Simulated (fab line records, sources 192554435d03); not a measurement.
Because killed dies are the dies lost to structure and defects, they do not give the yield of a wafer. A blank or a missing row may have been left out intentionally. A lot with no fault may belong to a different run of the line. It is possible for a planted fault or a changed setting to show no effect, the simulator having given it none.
Which tool was responsible?    flow n5-finfet    9 lots with 27 wafers sampled at 7 steps, on a route of 1938 steps

== WHAT EACH GAUGE READ, for each wafer ==
N5_BEOL_M2_CD_MEAS_11: target cd 16.79 nm.
lot   measured      on         cd-nm (nm)
L606  day 6 21:14   cd-sem-03  16.78 16.94 17.12
L612  day 7 23:59   cd-sem-02  16.86 16.86 16.70
L611  day 8 00:20   cd-sem-03  17.08 16.90 16.71
L615  day 9 00:31   cd-sem-02  17.08 16.61 16.58
L622  day 10 09:43  cd-sem-03  18.75 18.41 18.74
L624  day 11 05:57  cd-sem-03  16.72 16.65 16.77
L626  day 11 13:35  cd-sem-03  16.74 16.88 16.69
L627  day 11 22:04  cd-sem-01  18.39 18.87 18.69
L629  day 12 12:19  cd-sem-02  16.62 16.57 16.53

N5_BEOL_M2_CD_MEAS_18: pitch 36 nm, target cd 18 nm.
lot   measured      on         cd-nm (nm)
L606  day 6 21:48   cd-sem-01  18.4 17.9 18.0
L612  day 8 00:32   cd-sem-02  18.0 18.5 18.3
L611  day 8 00:53   cd-sem-01  18.0 18.4 18.0
L615  day 9 01:11   cd-sem-02  17.8 16.9 17.2
L622  day 10 11:01  cd-sem-03  19.6 19.7 20.2
L624  day 11 06:45  cd-sem-03  17.9 17.9 18.2
L626  day 11 14:14  cd-sem-03  18.0 17.7 17.4
L627  day 11 22:43  cd-sem-03  20.4 19.5 19.7
L629  day 12 12:53  cd-sem-02  18.1 18.1 17.7

N5_BEOL_M4_RC_MEAS_101.
lot   measured      on         DIBL_N (mV/V)   DIBL_P (mV/V)   IOFF_N (nA/um)  IOFF_P (nA/um)  ION_N (uA/um)  ION_P (uA/um)  SS_N (mV/dec)   SS_P (mV/dec)   VT_N (mV)    VT_P (mV)
L606  day 8 01:31   prober-01  35.5 36.4 35.7  35.5 36.6 34.9  0.14 0.15 0.14  0.18 0.20 0.18  657 674 666    448 464 456    71.7 71.3 70.9  72.8 73.2 73.1  253 254 250  -254 -251 -251
L612  day 9 04:58   prober-01  38.8 36.9 37.5  41.7 38.2 38.4  0.23 0.18 0.19  0.27 0.21 0.21  694 676 683    468 452 456    72.2 71.8 71.6  74.3 73.9 74.3  245 250 248  -251 -252 -254
L611  day 9 05:38   prober-02  38.0 35.7 37.3  40.4 36.3 39.3  0.20 0.16 0.18  0.27 0.20 0.26  687 670 671    469 464 463    72.1 71.7 72.3  73.6 72.8 73.7  244 248 248  -246 -251 -248
L615  day 10 05:55  prober-01  34.8 34.6 35.2  34.7 34.8 35.8  0.15 0.13 0.15  0.20 0.21 0.23  662 657 673    461 454 464    71.6 70.7 71.5  72.5 71.8 72.8  251 253 251  -249 -252 -249
L624  day 12 15:16  prober-02  36.3 34.8 37.2  35.0 33.8 35.8  0.17 0.13 0.18  0.26 0.23 0.26  681 668 681    470 469 471    71.5 71.8 71.3  72.7 72.6 73.8  247 254 247  -245 -245 -245
L626  day 13 01:27  prober-01  35.4 37.0 35.2  37.3 37.7 37.1  0.16 0.17 0.15  0.21 0.22 0.21  681 682 682    464 465 461    71.1 70.8 71.0  73.6 73.7 73.0  248 248 250  -250 -249 -249
L629  day 14 00:20  prober-01  39.1 37.7 39.5  38.5 37.1 39.5  0.18 0.16 0.19  0.23 0.22 0.26  663 659 681    460 458 467    71.9 72.1 72.8  74.1 73.7 73.8  251 252 251  -249 -248 -247

== WHAT TOOL EACH LOT RAN ON (gives the tool, then ch and the chambers of the sampled wafers, and finally the start) ==
lot   N5_BEOL_M1_SPUTTER_96         N5_BEOL_M1_CMP_52              N5_BEOL_M1_DEP_57                N5_BEOL_M2_EXPOSE_08
L606  pvd-sputter-01, day 6 18:24   cmp-01 ch 0,1,3, day 6 18:53   pecvd-03 ch 0,1,2, day 6 19:23   euv-scanner-02 ch 0, day 6 21:07
L612  pvd-sputter-02, day 7 19:54   cmp-04 ch 0,2, day 7 20:23     pecvd-01 ch 0,1,2, day 7 20:53   euv-scanner-01 ch 0, day 7 23:51
L611  pvd-sputter-03, day 7 20:05   cmp-04 ch 0,1,3, day 7 20:40   pecvd-03 ch 0,1, day 7 21:08     euv-scanner-01 ch 0, day 8 00:13
L615  pvd-sputter-02, day 8 22:15   cmp-01 ch 0,1, day 8 22:44     pecvd-02 ch 0,1,2, day 8 23:15   euv-scanner-01 ch 0, day 9 00:23
L622  pvd-sputter-01, day 10 07:50  cmp-01 ch 0,1,3, day 10 08:20  pecvd-01 ch 0,1, day 10 08:50    euv-scanner-01 ch 0, day 10 09:35
L624  pvd-sputter-03, day 11 03:51  cmp-04 ch 1,2, day 11 04:21    pecvd-03 ch 0,2, day 11 04:50    euv-scanner-02 ch 0, day 11 05:49
L626  pvd-sputter-03, day 11 11:17  cmp-04 ch 0,3, day 11 11:49    pecvd-03 ch 0,1,2, day 11 12:18  euv-scanner-02 ch 0, day 11 13:28
L627  pvd-sputter-01, day 11 15:50  cmp-04 ch 0,2, day 11 16:22    pecvd-02 ch 0,1,2, day 11 16:49  euv-scanner-01 ch 0, day 11 21:56
L629  pvd-sputter-01, day 12 09:56  cmp-02 ch 1,2, day 12 10:26    pecvd-01 ch 0,1,2, day 12 10:57  euv-scanner-02 ch 0, day 12 12:13
- N5_BEOL_M1_SPUTTER_96: material Cu, target thk 4.5 nm, time 8.29 s.
- N5_BEOL_M1_CMP_52: polishes, stops on SiOC, t overpolish 6.8 s, target thk 40 nm.
- N5_BEOL_M1_DEP_57: deposits SiCN from 3MS/NH3, target thk 8 nm, time 14 s.
- N5_BEOL_M2_EXPOSE_08: exposes mask M2.

== AS READ BY THE TOOLS THEMSELVES (means over the sampled wafers that have a number; for cases with no such wafer, the mark the record gives instead) ==
N5_BEOL_M1_SPUTTER_96.
lot   tool            substrate-temp-c (C)  throttle-valve-pct (%)
L606  pvd-sputter-01  -19.88                30.2
L612  pvd-sputter-02  -19.98                29.9
L611  pvd-sputter-03  -20.03                30.0
L615  pvd-sputter-02  -20.04                29.5
L622  pvd-sputter-01  -19.96                29.4
L624  pvd-sputter-03  -20.04                29.2
L626  pvd-sputter-03  -19.92                28.9
L627  pvd-sputter-01  -19.95                30.0
L629  pvd-sputter-01  -19.98                30.5

N5_BEOL_M1_CMP_52.
lot   tool    barrier-field-endpoint-s (s)  clearing-platen-down-force-psi (psi)  motor-current-A (A)  overpolish-run-s (s)  time-to-endpoint-s (s)
L606  cmp-01  24.6                          1.498                                 5.6                  6.795                 67
L612  cmp-04  24.8                          1.497                                 5.3                  6.792                 63
L611  cmp-04  24.8                          1.500                                 5.8                  6.794                 62
L615  cmp-01  24.8                          1.500                                 5.5                  6.796                 62
L622  cmp-01  25.6                          1.504                                 5.8                  6.799                 66
L624  cmp-04  25.6                          1.502                                 6.1                  6.795                 68
L626  cmp-04  24.9                          1.501                                 5.6                  6.792                 68
L627  cmp-04  25.8                          1.501                                 5.0                  6.799                 67
L629  cmp-02  24.0                          1.503                                 6.0                  6.806                 58

N5_BEOL_M1_DEP_57.
lot   tool      showerhead-plenum-p-Torr (Torr)  throttle-valve-pct (%)
L606  pecvd-03  3.666                            9.0
L612  pecvd-01  3.675                            9.2
L611  pecvd-03  3.662                            9.5
L615  pecvd-02  3.669                            9.0
L622  pecvd-01  3.676                            9.7
L624  pecvd-03  3.673                            8.9
L626  pecvd-03  3.668                            9.0
L627  pecvd-02  3.670                            9.3
L629  pecvd-01  3.673                            9.1

N5_BEOL_M2_EXPOSE_08.
lot   tool            exposure-dose-mJ-cm2  focus-offset-nm (nm)  reticle-temp-C (C)
L606  euv-scanner-02  41.60                 0.4                   22.95
L612  euv-scanner-01  41.24                 0.5                   23.07
L611  euv-scanner-01  41.24                 -0.3                  23.15
L615  euv-scanner-01  41.27                 -0.3                  23.02
L622  euv-scanner-01  45.46                 0.3                   22.91
L624  euv-scanner-02  41.65                 0.3                   22.94
L626  euv-scanner-02  41.63                 0.1                   22.91
L627  euv-scanner-01  44.62                 0.4                   23.02
L629  euv-scanner-02  41.62                 -0.3                  23.00

== THE ANSWER, worked out from the rows above alone ==
Rule: usual is defined by the lots themselves. Put in order of their means at a reading, lots are off if they are a third of the lots or fewer, leave a main group of 4 or more, and stand apart from it by a gap of 3 or more times the standard deviation of the main group's means; of several such gaps the widest counts. Not used: any main group whose means are identical at the precision the tables above print for the reading. A lot without any number at a reading at which 4 lots or more have one is off too. Any other lot the step has rows for is counted as sound. The gauges are gone through in route order, then the tools' own readings, and for those a lot's mean is taken as printed above. At the first step where some lot is off, the reading lying furthest off is the one used; lots without a number count as furthest.
Off, at N5_BEOL_M2_CD_MEAS_11 on cd-nm: L622, L627. Main group: mean 16.78 nm, sd 0.11.
If a tool, at a process step before that reading, ran all the lots that are off and no sound lot after the first of them, it fits. The gauges at N5_BEOL_M2_CD_MEAS_11 aren't tried: what is off there is off at N5_BEOL_M2_EXPOSE_08 too, on other tools, and a gauge's error can't cause that. One fits: N5_BEOL_M2_EXPOSE_08 on euv-scanner-01. A fault onset in the window from L615 (day 9 00:23, its last sound lot) to L622 (day 10 09:35, its first lot off) fits.
On the lots that are off, the tool's own readings at N5_BEOL_M2_EXPOSE_08 differ by more than 5 times the standard deviation of the sound lots' means, which bears it out; exposure-dose-mJ-cm2 reads 45.04 there versus 41.46 on the sound lots.

== WHAT THE SIMULATOR HAD INSERTED ==
Process parameter drift: euv-scanner-01, from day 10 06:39 on, at N5_BEOL_M2_EXPOSE_08. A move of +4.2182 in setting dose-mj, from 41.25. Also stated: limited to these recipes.
Shown lots that were struck: L622, L627. The rule above reached the same finding.
